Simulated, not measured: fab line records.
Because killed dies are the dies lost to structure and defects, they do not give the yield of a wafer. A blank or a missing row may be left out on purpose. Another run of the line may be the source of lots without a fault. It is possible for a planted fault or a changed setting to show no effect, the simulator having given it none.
Which tool did it? / flow n5-finfet / 11 lots, 32 wafers sampled, at 3 steps of a route of 1938

## WHAT THE GAUGES SHOWED, per wafer
N5_BEOL_M9_CD_MEAS_28: the cd target is 70 nm.
lot=L162; measured=day 9 12:18; on=cd-sem-01; cd-nm (nm)=69.95 70.12 69.97
lot=L165; measured=day 10 09:41; on=cd-sem-02; cd-nm (nm)=70.07 69.88 70.25
lot=L166; measured=day 10 14:24; on=cd-sem-01; cd-nm (nm)=69.93 69.64 70.05
lot=L167; measured=day 11 09:22; on=cd-sem-03; cd-nm (nm)=69.93 69.90
lot=L169; measured=day 11 09:12; on=cd-sem-03; cd-nm (nm)=70.36 69.77 70.28
lot=L173; measured=day 12 21:40; on=cd-sem-03; cd-nm (nm)=69.98 69.84 69.71
lot=L175; measured=day 13 13:36; on=cd-sem-03; cd-nm (nm)=68.64 69.08 69.19
lot=L177; measured=day 13 16:32; on=cd-sem-02; cd-nm (nm)=69.20 68.89 69.03
lot=L183; measured=day 14 23:47; on=cd-sem-02; cd-nm (nm)=70.00 69.83 70.03
lot=L185; measured=day 15 02:19; on=cd-sem-01; cd-nm (nm)=69.77 70.20 70.11
lot=L184; measured=day 15 06:17; on=cd-sem-03; cd-nm (nm)=69.60 69.61 69.80

## EACH LOT AND THE TOOL THAT RAN IT (in order: tool; ch and the chambers of the sampled wafers; start)
lot=L162; N5_BEOL_M9_STRIP_19=rie-diel-02 ch 0,1, day 9 10:41; N5_BEOL_M9_EXPOSE_25=euv-scanner-01 ch 0, day 9 12:10
lot=L165; N5_BEOL_M9_STRIP_19=rie-diel-02 ch 0,3, day 10 09:16; N5_BEOL_M9_EXPOSE_25=euv-scanner-01 ch 0, day 10 09:33
lot=L166; N5_BEOL_M9_STRIP_19=rie-diel-04 ch 1,2, day 10 11:38; N5_BEOL_M9_EXPOSE_25=euv-scanner-02 ch 0, day 10 14:16
lot=L167; N5_BEOL_M9_STRIP_19=rie-diel-02 ch 0,2, day 11 08:41; N5_BEOL_M9_EXPOSE_25=euv-scanner-01 ch 0, day 11 09:14
lot=L169; N5_BEOL_M9_STRIP_19=rie-diel-04 ch 0,1,3, day 11 08:49; N5_BEOL_M9_EXPOSE_25=euv-scanner-02 ch 0, day 11 09:04
lot=L173; N5_BEOL_M9_STRIP_19=rie-diel-05 ch 0,3, day 12 20:21; N5_BEOL_M9_EXPOSE_25=euv-scanner-02 ch 0, day 12 21:32
lot=L175; N5_BEOL_M9_STRIP_19=rie-diel-02 ch 0,1,2, day 13 12:06; N5_BEOL_M9_EXPOSE_25=euv-scanner-02 ch 0, day 13 13:29
lot=L177; N5_BEOL_M9_STRIP_19=rie-diel-05 ch 0,2,3, day 13 15:34; N5_BEOL_M9_EXPOSE_25=euv-scanner-02 ch 0, day 13 16:25
lot=L183; N5_BEOL_M9_STRIP_19=rie-diel-02 ch 1,2,3, day 14 23:25; N5_BEOL_M9_EXPOSE_25=euv-scanner-01 ch 0, day 14 23:40
lot=L185; N5_BEOL_M9_STRIP_19=rie-diel-04 ch 0,1,2, day 15 01:41; N5_BEOL_M9_EXPOSE_25=euv-scanner-01 ch 0, day 15 02:11
lot=L184; N5_BEOL_M9_STRIP_19=rie-diel-02 ch 0,2,3, day 15 04:14; N5_BEOL_M9_EXPOSE_25=euv-scanner-01 ch 0, day 15 06:10
- N5_BEOL_M9_STRIP_19: strips in O2.
- N5_BEOL_M9_EXPOSE_25: exposes mask V8.

## THE ANSWER, worked out from the rows above alone
Rule: usual is defined by the lots themselves. Put in order of their means at a reading, lots are off if they are a third of the lots or fewer, leave a main group of 4 or more, and stand apart from it by a gap of 3 or more times the standard deviation of the main group's means; of several such gaps the widest counts. A main group is skipped when, at the precision printed for the reading in the tables above, its means are all equal. A lot without any number at a reading at which 4 lots or more have one is off too. Any other lot the step has rows for is counted as sound.
Off: L175, L177 (N5_BEOL_M9_CD_MEAS_28, cd-nm). The main group: mean 69.94 nm, standard deviation 0.13.
If a tool, at a process step before that reading, ran all the lots that are off and no sound lot after the first of them, it fits. The gauges at N5_BEOL_M9_CD_MEAS_28 are tried like those tools. One fits: N5_BEOL_M9_EXPOSE_25 on euv-scanner-02. A fault onset in the window from L173 (day 12 21:32, its last sound lot) to L175 (day 13 13:29, its first lot off) fits.

## WHAT THE SIMULATOR HAD PUT IN
Process parameter drift: euv-scanner-02, from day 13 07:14 on, at N5_BEOL_M9_EXPOSE_25. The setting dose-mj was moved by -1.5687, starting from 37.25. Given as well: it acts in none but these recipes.
Shown lots that were struck: L175, L177. This agrees with what the rule above found.
